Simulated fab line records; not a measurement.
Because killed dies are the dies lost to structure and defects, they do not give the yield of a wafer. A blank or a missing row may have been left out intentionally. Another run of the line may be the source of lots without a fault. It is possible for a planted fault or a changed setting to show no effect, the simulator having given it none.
Chamber matching :: flow nandHarc :: NHARC_A_WL_FILL_STRIP_29 on rieDiel-10 has 4 sister chambers
The step strips in O2, time 20 s. 16 wafers are shown with their chamber, then 8 later ones without.

## WAFERS WITH THEIR CHAMBER
wafer: L075.3
chamber: 0
showerheadPlenumPTorr (Torr): 3.79
drypumpMotorCurrentA (A): 5.84
oesProductAu (a.u.): 1.005

wafer: L075.4
chamber: 2
showerheadPlenumPTorr (Torr): 3.32
drypumpMotorCurrentA (A): 5.15
oesProductAu (a.u.): 1.001

wafer: L075.5
chamber: 2
showerheadPlenumPTorr (Torr): 3.32
drypumpMotorCurrentA (A): 5.18
oesProductAu (a.u.): 0.996

wafer: L078.1
chamber: 3
showerheadPlenumPTorr (Torr): 3.37
drypumpMotorCurrentA (A): 5.71
oesProductAu (a.u.): 0.997

wafer: L078.2
chamber: 2
showerheadPlenumPTorr (Torr): 3.32
drypumpMotorCurrentA (A): 5.16
oesProductAu (a.u.): 0.995

wafer: L078.3
chamber: 0
showerheadPlenumPTorr (Torr): 3.79
drypumpMotorCurrentA (A): 5.87
oesProductAu (a.u.): 1.007

wafer: L083.1
chamber: 2
showerheadPlenumPTorr (Torr): 3.32
drypumpMotorCurrentA (A): 5.15
oesProductAu (a.u.): 0.991

wafer: L083.2
chamber: 1
showerheadPlenumPTorr (Torr): 3.55
drypumpMotorCurrentA (A): 5.95
oesProductAu (a.u.): 1.003

wafer: L083.6
chamber: 2
showerheadPlenumPTorr (Torr): 3.32
drypumpMotorCurrentA (A): 5.10
oesProductAu (a.u.): 1.002

wafer: L081.1
chamber: 1
showerheadPlenumPTorr (Torr): 3.55
drypumpMotorCurrentA (A): 6.02
oesProductAu (a.u.): 1.001

wafer: L081.4
chamber: 2
showerheadPlenumPTorr (Torr): 3.32
drypumpMotorCurrentA (A): 5.17
oesProductAu (a.u.): 0.994

wafer: L081.5
chamber: 3
showerheadPlenumPTorr (Torr): 3.37
drypumpMotorCurrentA (A): 5.72
oesProductAu (a.u.): 0.997

wafer: L087.1
chamber: 2
showerheadPlenumPTorr (Torr): 3.31
drypumpMotorCurrentA (A): 5.15
oesProductAu (a.u.): 0.994

wafer: L087.2
chamber: 1
showerheadPlenumPTorr (Torr): 3.55
drypumpMotorCurrentA (A): 5.99
oesProductAu (a.u.): 0.991

wafer: L087.4
chamber: 3
showerheadPlenumPTorr (Torr): 3.37
drypumpMotorCurrentA (A): 5.69
oesProductAu (a.u.): 1.002

wafer: L093.1
chamber: 2
showerheadPlenumPTorr (Torr): 3.31
drypumpMotorCurrentA (A): 5.19
oesProductAu (a.u.): 0.996

SIGNATURES, as means of the wafers listed above
reading: showerheadPlenumPTorr
chamber 0: 3.7900
chamber 1: 3.5500
chamber 2: 3.3175
chamber 3: 3.3700
scatter within a chamber: 0.00354

reading: drypumpMotorCurrentA
chamber 0: 5.8550
chamber 1: 5.9867
chamber 2: 5.1562
chamber 3: 5.7067
scatter within a chamber: 0.0267

reading: oesProductAu
chamber 0: 1.00600
chamber 1: 0.99833
chamber 2: 0.99612
chamber 3: 0.99867
scatter within a chamber: 0.00404
Rule: distance of a wafer from a chamber = root of the sum over the readings of ((wafer's reading minus chamber's mean) / reading's scatter) squared. If the next closest chamber is less than 2 further off than the closest, the wafer can't be placed; otherwise it belongs to the closest. The scatter: take each reading less its chamber's mean, square it, sum over the shown wafers, divide by the number of wafers less the number of chambers, and take the root.

## WAFERS WITH NO CHAMBER GIVEN
wafer: L093.2
showerheadPlenumPTorr (Torr): 3.79
drypumpMotorCurrentA (A): 5.89
oesProductAu (a.u.): 0.999

wafer: L093.6
showerheadPlenumPTorr (Torr): 3.31
drypumpMotorCurrentA (A): 5.12
oesProductAu (a.u.): 0.985

wafer: L091.2
showerheadPlenumPTorr (Torr): 3.31
drypumpMotorCurrentA (A): 5.13
oesProductAu (a.u.): 0.986

wafer: L091.3
showerheadPlenumPTorr (Torr): 3.55
drypumpMotorCurrentA (A): 5.96
oesProductAu (a.u.): 0.991

wafer: L091.5
showerheadPlenumPTorr (Torr): 3.31
drypumpMotorCurrentA (A): 5.19
oesProductAu (a.u.): 0.996

wafer: L097.1
showerheadPlenumPTorr (Torr): 3.55
drypumpMotorCurrentA (A): 5.99
oesProductAu (a.u.): 1.003

wafer: L097.2
showerheadPlenumPTorr (Torr): 3.37
drypumpMotorCurrentA (A): 5.71
oesProductAu (a.u.): 1.000

wafer: L097.4
showerheadPlenumPTorr (Torr): 3.79
drypumpMotorCurrentA (A): 5.86
oesProductAu (a.u.): 0.995

## WHICH CHAMBER EACH ONE RAN IN
wafer: L093.2
from the rows above: 0
in truth: 0

wafer: L093.6
from the rows above: 2
in truth: 2

wafer: L091.2
from the rows above: 2
in truth: 2

wafer: L091.3
from the rows above: 1
in truth: 1

wafer: L091.5
from the rows above: 2
in truth: 2

wafer: L097.1
from the rows above: 1
in truth: 1

wafer: L097.2
from the rows above: 3
in truth: 3

wafer: L097.4
from the rows above: 0
in truth: 0
Correctly placed: 8 of 8. Number that these rows cannot place: 0. Wrongly placed: 0.
